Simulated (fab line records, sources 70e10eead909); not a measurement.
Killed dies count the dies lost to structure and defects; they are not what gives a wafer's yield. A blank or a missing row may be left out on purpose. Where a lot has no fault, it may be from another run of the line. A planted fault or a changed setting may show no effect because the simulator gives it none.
fab line records	flow nandHarc	part 2 of 2: steps 21 to 30 of 30
[record] lots = 5	wafers = 15	lastDay = 32
route steps=1302 shown P_GATE@133
lots with no fault: from the same line, run without faults
startH: the number of hours between the record's first day and the start of the first shown wafer of the lot	waitH: hours from the lot's prior step to this one	" as in the row above	L1.1+2: several wafers, shown together as one row	- no value present, or no start provided	* or withheld: withheld	< > ~ a bound
route shown NAME@n: a module of which the file shows steps, and the number in the route of the first	usual: mean/standard deviation taken from wafers without a fault	same: alike in all rows	chamber/n: place in a boat	sites: readings site by site	_std_site: standard deviation across them	_edge_site: inner sites' mean taken away from outer sites' mean	radiusMm: how far each site lies from the wafer's centre	mask NAME#n: copy n	behind: the most recent tool/chamber to have shaped the wafer	hold: why the lot was held/for how many hours/how that ended	device: the n, p or np transistor that did not switch	end of line: tests of these same wafers at the route's end	a step without rows: its recipe alone	killed: count of dies lost to structure and defects at first sort (not the wafer's yield)	map: a wafer's dies, marking killed ones x, the rest . and places with no die _
set.NAME: the run value of the setting; set.NAME@STEP: its run value at that earlier step	model.NAME: the simulator's own value behind a step, which no gauge read
lots seen at some steps along the route; tables by step, rows by wafer
services: the hour from which a tool's chamber was out of use, counted from the record's first day as startH (under 0 if before that day), plus the number of hours and why
[[steps]]
[step NHARC_P_GATE_PRECLEAN_73]
[recipe] timeS = *	tempC = 50	bathAgeMin = 0	chemistry = SC1
[usual] bathGuardTempC = 49.9/0.63
lot.wafer	tool	chamber	startH	waitH	bathGuardTempC
L075.3	wetBench-03	7	-	-	49.2
L075.2	"	0	"	"	48.8
L075.6	"	1	"	"	50.7
L076.1	wetBench-04	5	-	-	49.8
L076.5	"	6	"	"	49.1
L076.3	"	7	"	"	49.9
L079.1	wetBench-04	3	-	-	49.8
L079.2	"	7	"	"	50.1
L079.4	"	0	"	"	50.3
L084.2	wetBench-06	1	-	-	49.8
L084.6	"	3	"	"	50.0
L084.1	"	6	"	"	50.4
L096.5	wetBench-06	3	-	-	49.8
L096.2	"	4	"	"	50.1
L096.6	"	5	"	"	50.0
[step NHARC_P_GATE_SRD_74]
lot.wafer	tool	chamber	startH	waitH
L075.3+2+6	wetBench-03	7,0,1	-	-
L076.1+5+3	wetBench-04	5,6,7	-	-
L079.1+2+4	wetBench-04	3,7,0	-	-
L084.2+6+1	wetBench-06	1,3,6	-	-
L096.5+2+6	wetBench-06	3,4,5	-	-
[step NHARC_P_GATE_ALD_36]
[recipe] targetThkA = 200	pulseTimeS = 60	aldCycles = 223	tempC = 400	material = SiNx
[usual] heaterPowerW = 827/110	precursorPulseHeightRel = 1.000/0.02
lot.wafer	tool	chamber	startH	waitH	heaterPowerW	precursorPulseHeightRel
L075.3	aldSin-01	0	105.16	-	834	1.004
L075.2	"	3	108.33	-	802	1.016
L075.6	"	0	109.38	-	833	1.007
L076.3	aldSin-02	0	115.86	-	784	0.995
L076.1	"	1	117.27	-	1024	0.969
L076.5	"	3	122.93	-	799	0.976
L079.4	aldSin-02	1	145.27	-	993	1.008
L079.1	"	2	146.34	-	889	0.996
L079.2	"	0	148.49	-	725	1.017
L084.1	aldSin-01	3	208.33	-	797	0.996
L084.2	"	1	209.75	-	960	0.991
L084.6	"	2	215.40	-	770	1.040
L096.2	aldSin-02	1	319.90	-	979	1.018
L096.6	"	3	321.97	-	837	1.000
L096.5	"	0	323.01	-	794	0.987
[step NHARC_P_GATE_ETCHBACK_37]
[recipe] targetDepthA = 345	timeS = 17.2	chf3FlowSccm = 50	o2FlowSccm = 10	arFlowSccm = 200	rfW = 500	biasW = 200	chemistry = CHF3/O2
[usual] biasW = 200.0/0.54	drypumpMotorCurrentA = 5.7/0.43	oesProductAu = 0.937/0.022	rfVppV = 370.8/2.3	showerheadPlenumPTorr = 2.42/0.1	throttleValvePct = 20.573/0.0087
lot.wafer	tool	chamber	startH	waitH	biasW	drypumpMotorCurrentA	oesProductAu	rfHoursCounterH	rfVppV	showerheadPlenumPTorr	throttleValvePct
L075.3	rieDiel-10	2	-	-	200.2	4.8	0.923	2	373.7	2.55	20.570
L075.2	"	0	"	"	200.5	5.9	0.932	1	365.9	2.25	20.572
L075.6	"	1	"	"	198.7	5.8	0.934	-	373.6	2.46	20.571
L076.3	rieDiel-02	2	-	-	199.8	5.4	0.923	7	371.0	2.42	20.570
L076.1	"	3	"	"	199.9	6.0	0.916	7	371.7	2.45	20.581
L076.5	"	3	"	"	200.0	6.0	0.918	-	370.7	2.45	20.559
L079.1	rieDiel-07	3	-	-	200.6	6.2	0.931	3	369.2	2.30	20.572
L079.4	"	0	"	"	199.7	6.1	0.931	2	370.2	2.43	20.575
L079.2	"	1	"	"	199.1	6.0	0.940	2	374.7	2.58	20.580
L084.1	rieDiel-07	3	-	-	199.7	6.2	0.923	5	369.0	2.30	20.569
L084.2	"	0	"	"	199.5	6.0	0.928	7	370.4	2.43	20.576
L084.6	"	3	"	"	199.6	6.2	0.935	-	368.0	2.30	20.572
L096.2	rieDiel-02	0	-	-	200.4	5.8	0.913	4	369.9	2.39	20.575
L096.5	"	0	"	"	199.9	5.8	0.924	-	370.8	2.39	20.577
L096.6	"	1	"	"	200.3	5.0	0.932	-	369.1	2.32	20.577
[step NHARC_P_GATE_STRIP_101]
[recipe] timeS = 20	o2FlowSccm = 500	arFlowSccm = 0	biasW = 0	chemistry = O2
[usual] drypumpMotorCurrentA = 5.7/0.43	oesProductAu = 1.000/0.0088	rfVppV = 57.8/1	showerheadPlenumPTorr = 3.55/0.15	throttleValvePct = 17.034/0.0087
[same] biasW = 0
lot.wafer	tool	chamber	startH	waitH	drypumpMotorCurrentA	oesProductAu	rfHoursCounterH	rfVppV	showerheadPlenumPTorr	throttleValvePct
L075.3	rieDiel-10	2	114.78	0.1	4.8	0.991	2	58.0	3.74	17.042
L075.2	"	0	"	"	5.8	1.006	1	56.6	3.31	17.046
L075.6	"	2	"	"	4.8	0.987	-	58.6	3.74	17.033
L076.1	rieDiel-02	0	127.61	0.1	5.8	1.000	7	58.6	3.51	17.033
L076.3	"	3	"	"	6.0	0.981	7	56.5	3.60	17.045
L076.5	"	0	"	"	5.8	0.998	-	58.8	3.51	17.029
L079.2	rieDiel-07	2	154.98	0.1	5.5	1.004	2	57.6	3.76	17.033
L079.4	"	3	"	"	6.2	1.004	3	57.9	3.39	17.045
L079.1	"	0	"	"	6.1	0.981	2	58.5	3.57	17.035
L084.1	rieDiel-07	2	220.09	0.1	5.5	1.013	5	57.4	3.76	17.038
L084.2	"	3	"	"	6.2	1.010	5	57.3	3.38	17.033
L084.6	"	0	"	"	6.1	1.000	-	58.6	3.56	17.030
L096.2	rieDiel-02	2	327.33	0.1	5.4	0.991	5	60.2	3.56	17.032
L096.6	"	0	"	"	5.8	0.987	-	57.6	3.51	17.032
L096.5	"	1	"	"	5.0	1.009	-	57.2	3.41	17.014
[step NHARC_P_GATE_PRECLEAN_97]
[recipe] timeS = 600	tempC = 120	chemistry = SPM
[usual] bathGuardTempC = 120.0/0.56
lot.wafer	tool	chamber	startH	waitH	bathGuardTempC
L075.6	wetBench-03	0	114.88	-	118.7
L075.2	"	1	"	"	120.7
L075.3	"	4	"	"	119.5
L076.1	wetBench-06	2	127.72	-	119.9
L076.3	"	5	"	"	120.4
L076.5	"	7	"	"	120.1
L079.4	wetBench-06	6	155.07	-	120.4
L079.2	"	0	"	"	120.1
L079.1	"	2	"	"	119.6
L084.2	wetBench-06	7	220.21	-	120.1
L084.1	"	0	"	"	120.3
L084.6	"	2	"	"	119.8
L096.6	wetBench-03	3	327.42	-	119.8
L096.5	"	5	"	"	121.0
L096.2	"	6	"	"	120.9
[step NHARC_P_GATE_SRD_98]
lot.wafer	tool	chamber	startH	waitH
L075.6+2+3	wetBench-03	0,1,4	-	-
L076.1+3+5	wetBench-06	2,5,7	-	-
L079.4+2+1	wetBench-06	6,0,2	-	-
L084.2+1+6	wetBench-06	7,0,2	-	-
L096.6+5+2	wetBench-03	3,5,6	-	-
[step NHARC_P_GATE_PRECLEAN_99]
[recipe] timeS = *	tempC = 50	bathAgeMin = 0	chemistry = SC1
[usual] bathGuardTempC = 50.0/0.56
lot.wafer	tool	chamber	startH	waitH	bathGuardTempC
L075.6	wetBench-03	0	-	-	48.5
L075.2	"	1	"	"	51.4
L075.3	"	4	"	"	49.6
L076.1	wetBench-06	2	-	-	50.0
L076.3	"	5	"	"	50.5
L076.5	"	7	"	"	50.5
L079.4	wetBench-06	6	-	-	50.1
L079.2	"	0	"	"	50.2
L079.1	"	2	"	"	49.9
L084.2	wetBench-06	7	-	-	50.4
L084.1	"	0	"	"	50.3
L084.6	"	2	"	"	49.8
L096.6	wetBench-03	3	-	-	49.9
L096.5	"	5	"	"	50.6
L096.2	"	6	"	"	50.9
[step NHARC_P_GATE_SRD_100]
lot.wafer	tool	chamber	startH	waitH
L075.6+2+3	wetBench-03	0,1,4	-	-
L076.1+3+5	wetBench-06	2,5,7	-	-
L079.4+2+1	wetBench-06	6,0,2	-	-
L084.2+1+6	wetBench-06	7,0,2	-	-
L096.6+5+2	wetBench-03	3,5,6	-	-
[step NHARC_P_GATE_DEHYDRATE_38]
[recipe] tempC = 150	timeS = 120
[usual] chillPlateTempC = 23.00/0.1
lot.wafer	tool	chamber	startH	waitH	chillPlateTempC
L075.2	lithoTrack-03	0	115.28	-	23.23
L075.3	"	0	"	"	23.04
L075.6	"	0	"	"	23.06
L076.1	lithoTrack-07	0	128.13	-	23.02
L076.3	"	0	"	"	23.08
L076.5	"	0	"	"	23.01
L079.1	lithoTrack-03	0	155.47	-	22.98
L079.2	"	0	"	"	23.10
L079.4	"	0	"	"	23.13
L084.1	lithoTrack-05	0	220.66	-	23.02
L084.2	"	0	"	"	23.04
L084.6	"	0	"	"	22.86
L096.2	lithoTrack-07	0	327.82	-	22.98
L096.5	"	0	"	"	23.05
L096.6	"	0	"	"	23.22
[[services]]
tool	chamber	startH	hours	kind
aldSin-02	-	84.13	1.5	repair
rieDiel-07	1	98.13	4.6	repair
rieDiel-10	1	110.75	2.0	repair
aldSin-02	2	111.90	15.6	repair
rieDiel-07	-	117.20	9.0	pm
aldSin-02	-	127.58	10.0	pm
rieSi-05	0	127.59	1.3	repair
rieSi-05	-	128.00	9.0	pm
rieDiel-02	1	133.49	11.4	repair
lithoTrack-01	-	155.00	7.0	pm
rieSi-05	0	170.68	12.5	repair
rieDiel-07	3	175.88	7.3	repair
rieDiel-07	1	177.03	2.2	repair
lithoTrack-06	-	179.00	7.0	pm
wetBench-06	-	193.63	8.0	pm
aldSin-02	2	195.27	7.2	repair
lithoTrack-04	-	203.00	7.0	pm
wetBench-03	-	210.40	8.0	pm
rieDiel-02	-	216.70	9.0	pm
wetBench-04	-	227.20	8.0	pm
rieDiel-10	-	242.50	9.0	pm
rieDiel-02	0	290.28	11.8	repair
rieDiel-07	-	294.20	9.0	pm
rieDiel-10	1	321.12	6.6	repair
